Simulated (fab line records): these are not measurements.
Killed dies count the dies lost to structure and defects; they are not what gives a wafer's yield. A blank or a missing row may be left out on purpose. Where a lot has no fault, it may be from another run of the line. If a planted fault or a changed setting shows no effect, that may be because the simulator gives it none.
fab line records / flow n5Finfet / part 2 of 2: steps 21 to 29 of 29
[record] lots = 5 wafers = 15 lastDay = 18
route steps=1938 shown BEOL_M7@1306 BEOL_M8@1332
lots that met no fault: taken from a fault-free run of the same line
startH: hours from the record's opening day to when the first of the lot's shown wafers began / waitH: hours elapsed since this lot's preceding step / " the same as in the row above / L1.1+2: a row that stands for several wafers / - no value present, or no start provided / * or withheld: withheld / < > ~ a bound
route shown NAME@n: a module of which the file shows steps, and the number in the route of the first / usual: mean/standard deviation of fault-free wafers / same: alike in all rows / chamber/n: place in a boat / sites: each site's reading / _std_site: their standard deviation / _edge_site: inner sites' mean taken away from outer sites' mean / radiusMm: for every site, how far away it sits from the centre of the wafer / mask NAME#n: copy n / behind: tool/chamber where the wafer was last shaped / hold: why the lot went on hold/how many hours it stayed there/how the hold came to an end / device: names the non-switching transistor (n, p or np) / end of line: the route-end tests of the same wafers / step lacking rows: just its recipe / killed: dies lost to structure and defects at the first sort, not the wafer's yield / map: a wafer's dies, x killed, . not, _ none there
set.NAME: setting as actually run; set.NAME@STEP: the setting as run at that earlier step / model.NAME: the simulator's own value behind a step, which no gauge read
a table for each step, a row for each wafer; lots at some steps of the route
services: the hour from which a tool's chamber was out of use, counted from the record's first day as startH (under 0 if before that day), plus the number of hours and why
[[steps]]
[step N5_BEOL_M7_CMP_52]
[recipe] stopOn = SiCOH_lowk tOverpolishS = 6.9 downForcePsi = 1 platenRpm = 50 clearingPlatenDownForcePsi = 1.5 clearingPlatenRpm = 50 postCmpClean = cuAlkaline targetThkNm = 80 clearingPlatenPadVelocityMS = 0.99484 padVelocityMS = 0.99484
[usual] barrierFieldEndpointS = 29.1/0.78 clearingPlatenDownForcePsi = 1.4999/0.0029 motorCurrentA = 5.8/0.81 overpolishRunS = 6.901/0.0086 timeToEndpointS = 63.1/2.9
[same] tOverpolishS = 6.9
lot.wafer=L082.3 tool=cmp-01 chamber=1 startH=236.64 waitH=0.2 barrierFieldEndpointS=29.9 clearingPlatenDownForcePsi=1.4971 motorCurrentA=5.8 overpolishRunS=6.903 timeToEndpointS=65.1
lot.wafer=L082.4 tool=cmp-01 chamber=0 startH=236.64 waitH=0.2 barrierFieldEndpointS=31.0 clearingPlatenDownForcePsi=1.5023 motorCurrentA=6.6 overpolishRunS=6.883 timeToEndpointS=66.4
lot.wafer=L082.6 tool=cmp-01 chamber=1 startH=236.64 waitH=0.2 barrierFieldEndpointS=30.4 clearingPlatenDownForcePsi=1.5043 motorCurrentA=5.7 overpolishRunS=6.905 timeToEndpointS=64.0
lot.wafer=L083.3 tool=cmp-01 chamber=1 startH=244.49 waitH=0.3 barrierFieldEndpointS=28.6 clearingPlatenDownForcePsi=1.4956 motorCurrentA=5.7 overpolishRunS=6.897 timeToEndpointS=60.2
lot.wafer=L083.2 tool=cmp-01 chamber=2 startH=244.49 waitH=0.3 barrierFieldEndpointS=30.5 clearingPlatenDownForcePsi=1.4975 motorCurrentA=6.4 overpolishRunS=6.907 timeToEndpointS=65.9
lot.wafer=L083.5 tool=cmp-01 chamber=1 startH=244.49 waitH=0.3 barrierFieldEndpointS=28.7 clearingPlatenDownForcePsi=1.4993 motorCurrentA=5.9 overpolishRunS=6.900 timeToEndpointS=57.6
lot.wafer=L086.3 tool=cmp-01 chamber=1 startH=278.76 waitH=0.2 barrierFieldEndpointS=28.3 clearingPlatenDownForcePsi=1.4983 motorCurrentA=6.0 overpolishRunS=6.916 timeToEndpointS=60.1
lot.wafer=L086.4 tool=cmp-01 chamber=3 startH=278.76 waitH=0.2 barrierFieldEndpointS=30.0 clearingPlatenDownForcePsi=1.5030 motorCurrentA=6.4 overpolishRunS=6.902 timeToEndpointS=66.2
lot.wafer=L086.5 tool=cmp-01 chamber=2 startH=278.76 waitH=0.2 barrierFieldEndpointS=29.5 clearingPlatenDownForcePsi=1.4945 motorCurrentA=6.8 overpolishRunS=6.895 timeToEndpointS=64.3
lot.wafer=L092.3 tool=cmp-01 chamber=3 startH=325.89 waitH=0.2 barrierFieldEndpointS=29.2 clearingPlatenDownForcePsi=1.5050 motorCurrentA=6.3 overpolishRunS=6.897 timeToEndpointS=63.8
lot.wafer=L092.4 tool=cmp-01 chamber=1 startH=325.89 waitH=0.2 barrierFieldEndpointS=28.3 clearingPlatenDownForcePsi=1.4951 motorCurrentA=5.7 overpolishRunS=6.894 timeToEndpointS=59.1
lot.wafer=L092.5 tool=cmp-01 chamber=3 startH=325.89 waitH=0.2 barrierFieldEndpointS=30.5 clearingPlatenDownForcePsi=1.5076 motorCurrentA=6.2 overpolishRunS=6.904 timeToEndpointS=66.1
lot.wafer=L093.4 tool=cmp-03 chamber=3 startH=344.37 waitH=0.1 barrierFieldEndpointS=29.5 clearingPlatenDownForcePsi=1.4994 motorCurrentA=7.0 overpolishRunS=6.891 timeToEndpointS=65.2
lot.wafer=L093.2 tool=cmp-03 chamber=1 startH=344.37 waitH=0.1 barrierFieldEndpointS=28.3 clearingPlatenDownForcePsi=1.4963 motorCurrentA=4.5 overpolishRunS=6.890 timeToEndpointS=64.3
lot.wafer=L093.1 tool=cmp-03 chamber=2 startH=344.37 waitH=0.1 barrierFieldEndpointS=28.4 clearingPlatenDownForcePsi=1.4974 motorCurrentA=5.6 overpolishRunS=6.896 timeToEndpointS=59.6
[step N5_BEOL_M7_THK_MEAS_53]
[recipe] thkMeasGauge = xrf reads = Cu_of_BEOL_M7_ECD_50
[usual] M7_THK = 80.0/2.1
lot.wafer=L082.3 tool=filmMetro-01 chamber=- startH=236.94 waitH=- M7_THK[nm]=76.4
lot.wafer=L082.4 tool=filmMetro-01 chamber=- startH=236.94 waitH=- M7_THK[nm]=82.7
lot.wafer=L082.6 tool=filmMetro-01 chamber=- startH=236.94 waitH=- M7_THK[nm]=76.0
lot.wafer=L083.2 tool=filmMetro-01 chamber=- startH=244.79 waitH=- M7_THK[nm]=80.5
lot.wafer=L083.3 tool=filmMetro-01 chamber=- startH=244.79 waitH=- M7_THK[nm]=77.5
lot.wafer=L083.5 tool=filmMetro-01 chamber=- startH=244.79 waitH=- M7_THK[nm]=80.5
lot.wafer=L086.3 tool=filmMetro-01 chamber=- startH=279.06 waitH=- M7_THK[nm]=79.3
lot.wafer=L086.4 tool=filmMetro-01 chamber=- startH=279.06 waitH=- M7_THK[nm]=80.7
lot.wafer=L086.5 tool=filmMetro-01 chamber=- startH=279.06 waitH=- M7_THK[nm]=81.2
lot.wafer=L092.3 tool=filmMetro-01 chamber=- startH=326.19 waitH=- M7_THK[nm]=79.9
lot.wafer=L092.4 tool=filmMetro-01 chamber=- startH=326.19 waitH=- M7_THK[nm]=81.5
lot.wafer=L092.5 tool=filmMetro-01 chamber=- startH=326.19 waitH=- M7_THK[nm]=81.9
lot.wafer=L093.1 tool=filmMetro-02 chamber=- startH=344.67 waitH=- M7_THK[nm]=77.0
lot.wafer=L093.2 tool=filmMetro-02 chamber=- startH=344.67 waitH=- M7_THK[nm]=80.4
lot.wafer=L093.4 tool=filmMetro-02 chamber=- startH=344.67 waitH=- M7_THK[nm]=81.6
[step N5_BEOL_M7_PRE_CLEAN_55]
[recipe] gas = NH3 timeS = 15 tempC = withheld rfPowerW = 300
[same] timeS = 15
lot.wafer=L082.3+4+6 tool=pecvd-04 chamber=1,2,2 startH=236.99 waitH=0.0
lot.wafer=L083.2+3+5 tool=pecvd-02 chamber=0,1,1 startH=244.83 waitH=0.0
lot.wafer=L086.3+4+5 tool=pecvd-04 chamber=0,1,2 startH=279.09 waitH=0.0
lot.wafer=L092.3+4+5 tool=pecvd-02 chamber=1,1,2 startH=326.22 waitH=0.0
lot.wafer=L093.1+2+4 tool=pecvd-04 chamber=0,2,2 startH=344.70 waitH=0.0
[step N5_BEOL_M7_DEP_56]
[recipe] material = SiCN targetThkA = 100 tempC = withheld precursor = 3MS/NH3 pressureTorr = 3 rfW = 202 timeS = 17.5
[usual] showerheadPlenumPTorr = 3.670/0.017 throttleValvePct = 9.2/0.72
[same] timeS = 17.5
lot.wafer=L082.3 tool=pecvd-04 chamber=1 startH=237.03 waitH=0.0 showerheadPlenumPTorr=3.642 throttleValvePct=9.8
lot.wafer=L082.4 tool=pecvd-04 chamber=2 startH=237.03 waitH=0.0 showerheadPlenumPTorr=3.674 throttleValvePct=8.9
lot.wafer=L082.6 tool=pecvd-04 chamber=2 startH=237.03 waitH=0.0 showerheadPlenumPTorr=3.676 throttleValvePct=9.0
lot.wafer=L083.2 tool=pecvd-02 chamber=0 startH=244.85 waitH=0.0 showerheadPlenumPTorr=3.647 throttleValvePct=8.7
lot.wafer=L083.3 tool=pecvd-02 chamber=1 startH=244.85 waitH=0.0 showerheadPlenumPTorr=3.682 throttleValvePct=9.5
lot.wafer=L083.5 tool=pecvd-02 chamber=1 startH=244.85 waitH=0.0 showerheadPlenumPTorr=3.668 throttleValvePct=9.3
lot.wafer=L086.3 tool=pecvd-04 chamber=0 startH=279.12 waitH=0.0 showerheadPlenumPTorr=3.654 throttleValvePct=10.1
lot.wafer=L086.4 tool=pecvd-04 chamber=1 startH=279.12 waitH=0.0 showerheadPlenumPTorr=3.656 throttleValvePct=9.4
lot.wafer=L086.5 tool=pecvd-04 chamber=2 startH=279.12 waitH=0.0 showerheadPlenumPTorr=3.674 throttleValvePct=8.9
lot.wafer=L092.3 tool=pecvd-02 chamber=1 startH=326.25 waitH=0.0 showerheadPlenumPTorr=3.665 throttleValvePct=9.7
lot.wafer=L092.4 tool=pecvd-02 chamber=1 startH=326.25 waitH=0.0 showerheadPlenumPTorr=3.663 throttleValvePct=9.5
lot.wafer=L092.5 tool=pecvd-02 chamber=2 startH=326.25 waitH=0.0 showerheadPlenumPTorr=3.664 throttleValvePct=8.3
lot.wafer=L093.1 tool=pecvd-04 chamber=0 startH=344.73 waitH=0.0 showerheadPlenumPTorr=3.652 throttleValvePct=10.0
lot.wafer=L093.2 tool=pecvd-04 chamber=2 startH=344.73 waitH=0.0 showerheadPlenumPTorr=3.670 throttleValvePct=9.2
lot.wafer=L093.4 tool=pecvd-04 chamber=2 startH=344.73 waitH=0.0 showerheadPlenumPTorr=3.665 throttleValvePct=9.3
[step N5_BEOL_M7_RS_MEAS_57]
[recipe] thkMeasGauge = four-point-probe reads = Cu_of_BEOL_M7_ECD_50+Co_of_BEOL_M7_CVD_78+TaN_of_BEOL_M7_ALD_77
[usual] M7_RS = 0.287/0.0085
lot.wafer=L082.3 tool=filmMetro-02 chamber=- startH=237.10 waitH=0.1 M7_RS[ohm/sq]=0.301
lot.wafer=L082.4 tool=filmMetro-02 chamber=- startH=237.10 waitH=0.1 M7_RS[ohm/sq]=0.274
lot.wafer=L082.6 tool=filmMetro-02 chamber=- startH=237.10 waitH=0.1 M7_RS[ohm/sq]=0.303
lot.wafer=L083.2 tool=filmMetro-01 chamber=- startH=244.92 waitH=0.1 M7_RS[ohm/sq]=0.285
lot.wafer=L083.3 tool=filmMetro-01 chamber=- startH=244.92 waitH=0.1 M7_RS[ohm/sq]=0.296
lot.wafer=L083.5 tool=filmMetro-01 chamber=- startH=244.92 waitH=0.1 M7_RS[ohm/sq]=0.284
lot.wafer=L086.3 tool=filmMetro-02 chamber=- startH=279.20 waitH=0.1 M7_RS[ohm/sq]=0.292
lot.wafer=L086.4 tool=filmMetro-02 chamber=- startH=279.20 waitH=0.1 M7_RS[ohm/sq]=0.283
lot.wafer=L086.5 tool=filmMetro-02 chamber=- startH=279.20 waitH=0.1 M7_RS[ohm/sq]=0.283
lot.wafer=L092.3 tool=filmMetro-01 chamber=- startH=326.32 waitH=0.1 M7_RS[ohm/sq]=0.288
lot.wafer=L092.4 tool=filmMetro-01 chamber=- startH=326.32 waitH=0.1 M7_RS[ohm/sq]=0.284
lot.wafer=L092.5 tool=filmMetro-01 chamber=- startH=326.32 waitH=0.1 M7_RS[ohm/sq]=0.280
lot.wafer=L093.1 tool=filmMetro-01 chamber=- startH=344.80 waitH=0.1 M7_RS[ohm/sq]=0.301
lot.wafer=L093.2 tool=filmMetro-01 chamber=- startH=344.80 waitH=0.1 M7_RS[ohm/sq]=0.285
lot.wafer=L093.4 tool=filmMetro-01 chamber=- startH=344.80 waitH=0.1 M7_RS[ohm/sq]=0.281
[step N5_BEOL_M7_INSPECT_58]
[recipe] inspectInstrument = darkfield mode = postDep
[usual] rawDefectCount = 65/23
lot.wafer=L082.3 tool=defectInspect-01 chamber=- startH=237.13 waitH=0.0 rawDefectCount=74
lot.wafer=L082.4 tool=defectInspect-01 chamber=- startH=237.13 waitH=0.0 rawDefectCount=61
lot.wafer=L082.6 tool=defectInspect-01 chamber=- startH=237.13 waitH=0.0 rawDefectCount=70
lot.wafer=L083.2 tool=defectInspect-01 chamber=- startH=244.95 waitH=0.0 rawDefectCount=42
lot.wafer=L083.3 tool=defectInspect-01 chamber=- startH=244.95 waitH=0.0 rawDefectCount=23
lot.wafer=L083.5 tool=defectInspect-01 chamber=- startH=244.95 waitH=0.0 rawDefectCount=57
lot.wafer=L086.3 tool=defectInspect-01 chamber=- startH=279.23 waitH=0.0 rawDefectCount=62
lot.wafer=L086.4 tool=defectInspect-01 chamber=- startH=279.23 waitH=0.0 rawDefectCount=61
lot.wafer=L086.5 tool=defectInspect-01 chamber=- startH=279.23 waitH=0.0 rawDefectCount=51
lot.wafer=L092.3 tool=defectInspect-02 chamber=- startH=326.34 waitH=0.0 rawDefectCount=63
lot.wafer=L092.4 tool=defectInspect-02 chamber=- startH=326.34 waitH=0.0 rawDefectCount=88
lot.wafer=L092.5 tool=defectInspect-02 chamber=- startH=326.34 waitH=0.0 rawDefectCount=59
lot.wafer=L093.1 tool=defectInspect-01 chamber=- startH=344.82 waitH=0.0 rawDefectCount=51
lot.wafer=L093.2 tool=defectInspect-01 chamber=- startH=344.82 waitH=0.0 rawDefectCount=41
lot.wafer=L093.4 tool=defectInspect-01 chamber=- startH=344.82 waitH=0.0 rawDefectCount=59
[step N5_BEOL_M8_ILD_DEP_00]
[recipe] material = SiCOH_lowk targetThkA = 1797.5 tempC = 300 precursor = DEMS/porogen pressureTorr = 5 rfW = 500 timeS = 33.4
[usual] heaterPowerW = 327/50 showerheadPlenumPTorr = 5.740/0.016 throttleValvePct = 13.9/0.91
[same] timeS = 33.4
lot.wafer=L082.3 tool=pecvd-04 chamber=2 startH=237.19 waitH=0.1 heaterPowerW=318 showerheadPlenumPTorr=5.751 throttleValvePct=13.7
lot.wafer=L082.4 tool=pecvd-04 chamber=1 startH=237.19 waitH=0.1 heaterPowerW=262 showerheadPlenumPTorr=5.733 throttleValvePct=14.6
lot.wafer=L082.6 tool=pecvd-04 chamber=1 startH=237.19 waitH=0.1 heaterPowerW=259 showerheadPlenumPTorr=5.726 throttleValvePct=14.3
lot.wafer=L083.2 tool=pecvd-02 chamber=0 startH=244.98 waitH=0.0 heaterPowerW=323 showerheadPlenumPTorr=5.714 throttleValvePct=13.5
lot.wafer=L083.3 tool=pecvd-02 chamber=1 startH=244.98 waitH=0.0 heaterPowerW=402 showerheadPlenumPTorr=5.749 throttleValvePct=14.7
lot.wafer=L083.5 tool=pecvd-02 chamber=2 startH=244.98 waitH=0.0 heaterPowerW=305 showerheadPlenumPTorr=5.740 throttleValvePct=12.2
lot.wafer=L086.3 tool=pecvd-02 chamber=1 startH=279.27 waitH=0.0 heaterPowerW=385 showerheadPlenumPTorr=5.754 throttleValvePct=14.5
lot.wafer=L086.4 tool=pecvd-02 chamber=2 startH=279.27 waitH=0.0 heaterPowerW=271 showerheadPlenumPTorr=5.754 throttleValvePct=12.4
lot.wafer=L086.5 tool=pecvd-02 chamber=0 startH=279.27 waitH=0.0 heaterPowerW=350 showerheadPlenumPTorr=5.733 throttleValvePct=13.4
lot.wafer=L092.3 tool=pecvd-01 chamber=0 startH=326.38 waitH=0.0 heaterPowerW=351 showerheadPlenumPTorr=5.715 throttleValvePct=14.2
lot.wafer=L092.4 tool=pecvd-01 chamber=0 startH=326.38 waitH=0.0 heaterPowerW=353 showerheadPlenumPTorr=5.724 throttleValvePct=14.1
lot.wafer=L092.5 tool=pecvd-01 chamber=1 startH=326.38 waitH=0.0 heaterPowerW=285 showerheadPlenumPTorr=5.750 throttleValvePct=13.3
lot.wafer=L093.1 tool=pecvd-01 chamber=0 startH=344.86 waitH=0.0 heaterPowerW=329 showerheadPlenumPTorr=5.743 throttleValvePct=14.2
lot.wafer=L093.2 tool=pecvd-01 chamber=1 startH=344.86 waitH=0.0 heaterPowerW=261 showerheadPlenumPTorr=5.756 throttleValvePct=13.1
lot.wafer=L093.4 tool=pecvd-01 chamber=2 startH=344.86 waitH=0.0 heaterPowerW=349 showerheadPlenumPTorr=5.745 throttleValvePct=12.7
[step N5_BEOL_M8_CURE_74]
[recipe] tempC = 385 timeS = 240 ambient = He/Ar material = SiCOH_lowk
[usual] lampPowerPct = 52.31/0.046 wafer_temp_C_max = 386.8/0.58
[same] timeS = 240
lot.wafer=L082.3 tool=uvCure-02 chamber=1 startH=237.41 waitH=0.2 lampPowerPct=52.32 wafer_temp_C_max=386.4
lot.wafer=L082.4 tool=uvCure-02 chamber=1 startH=237.41 waitH=0.2 lampPowerPct=52.25 wafer_temp_C_max=386.8
lot.wafer=L082.6 tool=uvCure-02 chamber=1 startH=237.41 waitH=0.2 lampPowerPct=52.27 wafer_temp_C_max=386.7
lot.wafer=L083.2 tool=uvCure-03 chamber=0 startH=245.13 waitH=0.1 lampPowerPct=52.30 wafer_temp_C_max=388.3
lot.wafer=L083.3 tool=uvCure-03 chamber=0 startH=245.13 waitH=0.1 lampPowerPct=52.41 wafer_temp_C_max=387.8
lot.wafer=L083.5 tool=uvCure-03 chamber=0 startH=245.13 waitH=0.1 lampPowerPct=52.24 wafer_temp_C_max=387.9
lot.wafer=L086.3 tool=uvCure-03 chamber=0 startH=279.49 waitH=0.2 lampPowerPct=52.35 wafer_temp_C_max=386.7
lot.wafer=L086.4 tool=uvCure-03 chamber=0 startH=279.49 waitH=0.2 lampPowerPct=52.35 wafer_temp_C_max=387.2
lot.wafer=L086.5 tool=uvCure-03 chamber=0 startH=279.49 waitH=0.2 lampPowerPct=52.27 wafer_temp_C_max=387.8
lot.wafer=L092.3 tool=uvCure-03 chamber=1 startH=326.76 waitH=0.4 lampPowerPct=52.39 wafer_temp_C_max=386.3
lot.wafer=L092.4 tool=uvCure-03 chamber=1 startH=326.76 waitH=0.4 lampPowerPct=52.28 wafer_temp_C_max=386.4
lot.wafer=L092.5 tool=uvCure-03 chamber=1 startH=326.76 waitH=0.4 lampPowerPct=52.34 wafer_temp_C_max=387.0
lot.wafer=L093.1 tool=uvCure-01 chamber=0 startH=344.92 waitH=0.0 lampPowerPct=52.36 wafer_temp_C_max=387.1
lot.wafer=L093.2 tool=uvCure-01 chamber=0 startH=344.92 waitH=0.0 lampPowerPct=52.38 wafer_temp_C_max=386.7
lot.wafer=L093.4 tool=uvCure-01 chamber=0 startH=344.92 waitH=0.0 lampPowerPct=52.31 wafer_temp_C_max=386.8
[step N5_BEOL_M8_THK_MEAS_01]
[recipe] reads = SiCOH_lowk_of_BEOL_M8_ILD_DEP_00
[usual] M8_ILD_THK = 155.1/2.2
lot.wafer=L082.3 tool=filmMetro-02 chamber=- startH=237.76 waitH=0.3 M8_ILD_THK[nm]=152.0
lot.wafer=L082.4 tool=filmMetro-02 chamber=- startH=237.76 waitH=0.3 M8_ILD_THK[nm]=153.1
lot.wafer=L082.6 tool=filmMetro-02 chamber=- startH=237.76 waitH=0.3 M8_ILD_THK[nm]=154.0
lot.wafer=L083.2 tool=filmMetro-02 chamber=- startH=245.57 waitH=0.4 M8_ILD_THK[nm]=153.5
lot.wafer=L083.3 tool=filmMetro-02 chamber=- startH=245.57 waitH=0.4 M8_ILD_THK[nm]=152.3
lot.wafer=L083.5 tool=filmMetro-02 chamber=- startH=245.57 waitH=0.4 M8_ILD_THK[nm]=156.7
lot.wafer=L086.3 tool=filmMetro-01 chamber=- startH=279.84 waitH=0.3 M8_ILD_THK[nm]=154.1
lot.wafer=L086.4 tool=filmMetro-01 chamber=- startH=279.84 waitH=0.3 M8_ILD_THK[nm]=156.4
lot.wafer=L086.5 tool=filmMetro-01 chamber=- startH=279.84 waitH=0.3 M8_ILD_THK[nm]=159.7
lot.wafer=L092.3 tool=filmMetro-02 chamber=- startH=327.44 waitH=0.5 M8_ILD_THK[nm]=154.6
lot.wafer=L092.4 tool=filmMetro-02 chamber=- startH=327.44 waitH=0.5 M8_ILD_THK[nm]=156.8
lot.wafer=L092.5 tool=filmMetro-02 chamber=- startH=327.44 waitH=0.5 M8_ILD_THK[nm]=155.7
lot.wafer=L093.1 tool=filmMetro-02 chamber=- startH=345.44 waitH=0.4 M8_ILD_THK[nm]=154.5
lot.wafer=L093.2 tool=filmMetro-02 chamber=- startH=345.44 waitH=0.4 M8_ILD_THK[nm]=153.5
lot.wafer=L093.4 tool=filmMetro-02 chamber=- startH=345.44 waitH=0.4 M8_ILD_THK[nm]=158.9
[[services]]
tool=ecdCu-02 chamber=- startH=217.70 hours=1.4 kind=repair
tool=uvCure-02 chamber=- startH=228.20 hours=2.1 kind=pm
tool=pecvd-02 chamber=- startH=231.82 hours=5.6 kind=repair
tool=pecvd-04 chamber=0 startH=231.97 hours=6.2 kind=repair
tool=cmp-03 chamber=- startH=241.95 hours=4.0 kind=pm
tool=ecdCu-02 chamber=- startH=247.15 hours=4.4 kind=pm
tool=pvdSputter-02 chamber=- startH=269.38 hours=29.2 kind=repair
tool=aldMetal-01 chamber=- startH=279.78 hours=14.6 kind=pm
tool=uvCure-02 chamber=- startH=280.60 hours=2.8 kind=pm
tool=cmp-01 chamber=- startH=281.83 hours=4.0 kind=pm
tool=cvdCo-01 chamber=- startH=290.66 hours=4.3 kind=pm
tool=aldMetal-03 chamber=2 startH=292.55 hours=14.3 kind=repair
tool=cvdCo-02 chamber=- startH=294.99 hours=6.9 kind=pm
tool=aldMetal-04 chamber=- startH=301.55 hours=2.8 kind=pm
tool=aldMetal-01 chamber=- startH=303.83 hours=14.1 kind=repair
tool=aldMetal-04 chamber=3 startH=305.55 hours=25.9 kind=repair
tool=cmp-03 chamber=- startH=305.92 hours=0.2 kind=repair
tool=cvdCo-02 chamber=- startH=306.01 hours=1.3 kind=repair
tool=uvCure-03 chamber=- startH=310.72 hours=1.0 kind=pm
tool=cvdCo-01 chamber=0 startH=333.47 hours=9.7 kind=repair
tool=wetBench-03 chamber=- startH=336.96 hours=4.6 kind=repair
tool=uvCure-02 chamber=- startH=337.34 hours=11.2 kind=repair
tool=cmp-01 chamber=- startH=337.59 hours=2.7 kind=repair
tool=rieDiel-04 chamber=3 startH=342.35 hours=3.4 kind=repair
